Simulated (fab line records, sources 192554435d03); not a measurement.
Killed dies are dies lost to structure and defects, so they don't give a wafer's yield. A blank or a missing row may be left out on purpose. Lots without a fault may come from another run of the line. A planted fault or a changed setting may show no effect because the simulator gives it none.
A struck lot beside a sound one | flow n5_finfet | 39 steps out of a route of 1938
Sound: wafers L912.2, L912.4, L912.6. Struck: wafers L917.2, L917.5, L917.6. The cause comes at the end.
At each step with rows: each side's tool, then ch and its chambers, then its first start. Under that, the readings that differ: sound wafers | struck wafers | difference of the means | sigmas: that difference in standard deviations of wafers without a fault.
alike: readings whose means differ by less than 2 such deviations, and words and numbers that are the same on both sides. not compared: withheld readings, readings that some wafer has no value for, bounds like >300 that may hide the same value, and numbers for which the record gives no deviation and whose values overlap.
The two part at a step that has a row with sigmas, a row that says differs or no value, or rows on one side only. Numbers that don't overlap but have no deviation are shown without sigmas and don't part them. A reading that every wafer of one side lacks parts them only if that side has two wafers or more.

first, 11 steps without rows for these wafers: N5_BEOL_M1_PRECLEAN_42 (cleans in residue remover, time 60 s); N5_BEOL_M1_SRD_43 (time 30 s); N5_BEOL_M1_DEGAS_44 (time 60 s); N5_BEOL_M1_PRE_CLEAN_45 (time 30 s); N5_BEOL_M1_ALD_84 (deposits TaN, pulse time 2 s, purge time 3 s, co reactant purge time 2 s); N5_BEOL_M1_SURFACE_TREAT_85; N5_BEOL_M1_CVD_47 (deposits Co from CCTBA/H2, target thk 3 nm, time 223.8 s); N5_BEOL_M1_SPUTTER_48 (material Cu, target thk 4.5 nm, time 8.29 s); N5_BEOL_M1_ANNEAL_49 (time 240 s); N5_BEOL_M1_SPUTTER_79 (material Cu, target thk 4.5 nm, time 8.29 s); N5_BEOL_M1_ANNEAL_80 (time 240 s).
N5_BEOL_M1_SPUTTER_81: material Cu, target thk 4.5 nm, time 8.29 s.
  sound on pvd_sputter-02, day 8 01:54; struck on pvd_sputter-02, day 9 11:11
  alike: susceptor_temp_C, throttle_valve_pct
then, 25 steps without rows for these wafers: N5_BEOL_M1_ANNEAL_82 (time 240 s); N5_BEOL_M1_SPUTTER_86 (material Cu, target thk 4.5 nm, time 8.29 s); N5_BEOL_M1_ANNEAL_87 (time 240 s); N5_BEOL_M1_SPUTTER_88 (material Cu, target thk 4.5 nm, time 8.29 s); N5_BEOL_M1_ANNEAL_89 (time 240 s); N5_BEOL_M1_SPUTTER_90 (material Cu, target thk 4.5 nm, time 8.29 s); N5_BEOL_M1_ANNEAL_91 (time 240 s); N5_BEOL_M1_SPUTTER_92 (material Cu, target thk 4.5 nm, time 8.29 s); N5_BEOL_M1_ANNEAL_93 (time 240 s); N5_BEOL_M1_SPUTTER_94 (material Cu, target thk 4.5 nm, time 8.29 s); N5_BEOL_M1_ANNEAL_95 (time 240 s); N5_BEOL_M1_SPUTTER_96 (material Cu, target thk 4.5 nm, time 8.29 s); N5_BEOL_M1_ECD_50 (material Cu, target thk 300 nm); N5_BEOL_M1_ANNEAL_51 (time 90 s); N5_BEOL_M1_CMP_52 (polishes, stops on SiOC, t overpolish 6.8 s, target thk 40 nm); N5_BEOL_M1_PRE_CLEAN_60 (time 15 s); N5_BEOL_M1_CO_CAP_55 (material Co, precursor CCTBA/H2, target thk 2 nm, time 102.1 s); N5_BEOL_M1_PRE_CLEAN_56 (time 15 s); N5_BEOL_M1_DEP_57 (deposits SiCN from 3MS/NH3, target thk 8 nm, time 14 s); N5_BEOL_M2_ILD_DEP_00 (deposits SiOC from DEMS/O2, target thk 79 nm, time 15.3 s); N5_BEOL_M2_PECVD_72 (deposits SiO2 from TEOS/O2, target thk 16 nm, time 18 s); N5_BEOL_M2_HM_DEP_02 (deposits TiN, target thk 20 nm); N5_BEOL_M2_COAT_61 (time 60 s, resist thk 60 nm); N5_BEOL_M2_COAT_62 (time 60 s, resist thk 12 nm); N5_BEOL_M2_COAT_73 (time 60 s, resist thk 5 nm).
N5_BEOL_M4_RC_MEAS_101:
  sound on prober-01 ch 0, day 9 15:56; struck on prober-02 ch 0, day 11 00:51
  reading             | sound                   | struck                  | difference | sigmas
  IOFF_N (nA/um)      | 0.124 0.137 0.147       | 0.000 0.000 0.000       | -0.136     | -5
  IOFF_N_85C (nA/um)  | 2.5 2.7 2.9             | 0.0 0.0 0.0             | -2.7       | -6
  IOFF_N_LIN (nA/um)  | 0.061 0.067 0.068       | 0.000 0.000 0.000       | -0.065     | -6
  IOFF_N_LONG (nA/um) | 5.5e-05 5.6e-05 5.6e-05 | 3.3e-05 3.4e-05 3.2e-05 | -2.3e-05   | -8
  ION_N (uA/um)       | 665 671 670             | 245 239 246             | -425       | -39
  VT_N (mV)           | 255 249 251             | 457 459 452             | +204       | +64
  VT_N_LONG (mV)      | 273.1 273.9 273.2       | 478.3 477.6 478.9       | +204.9     | +93
  VT_N_LVT (mV)       | 101 100 99              | 308 305 303             | +205       | +62
  alike: DIBL_N, DIBL_P, IOFF_P, ION_P, SS_N, SS_P, VT_P
-- the record jumps here: 4 days lie between the struck wafers' starts before and after (it left off in module BEOL_M4 and takes up again in module PASSIVATION, whose first step shown is number 1936 of the route) --
N5_PASSIVATION_PROBE_49:
  sound on prober-01, day 14 04:43; struck on prober-01, day 15 08:03
  reading              | sound          | struck            | difference | sigmas
  sort_bin_8_speed (%) | 0 0 0          | 91.95 89.66 91.69 | +91.10     | +99 or more
  sort_n_pass          | 1084 1088 1061 | 0 0 0             | -1078      | -63
  sort_yield_pct (%)   | 91.9 92.2 89.9 | 0 0 0             | -91        | -61
  alike: defect_limited_yield, killed_at_M0_to_M3, killed_at_M4_up, killed_at_contacts, killed_at_front_end, killed_at_other, killed_dies, killed_open, killed_short, sort_bin_5_function, sort_bin_6_memory

WHERE THEY PART
First at N5_BEOL_M4_RC_MEAS_101; last, within this record, at N5_PASSIVATION_PROBE_49.

WHY: what the simulator had put in
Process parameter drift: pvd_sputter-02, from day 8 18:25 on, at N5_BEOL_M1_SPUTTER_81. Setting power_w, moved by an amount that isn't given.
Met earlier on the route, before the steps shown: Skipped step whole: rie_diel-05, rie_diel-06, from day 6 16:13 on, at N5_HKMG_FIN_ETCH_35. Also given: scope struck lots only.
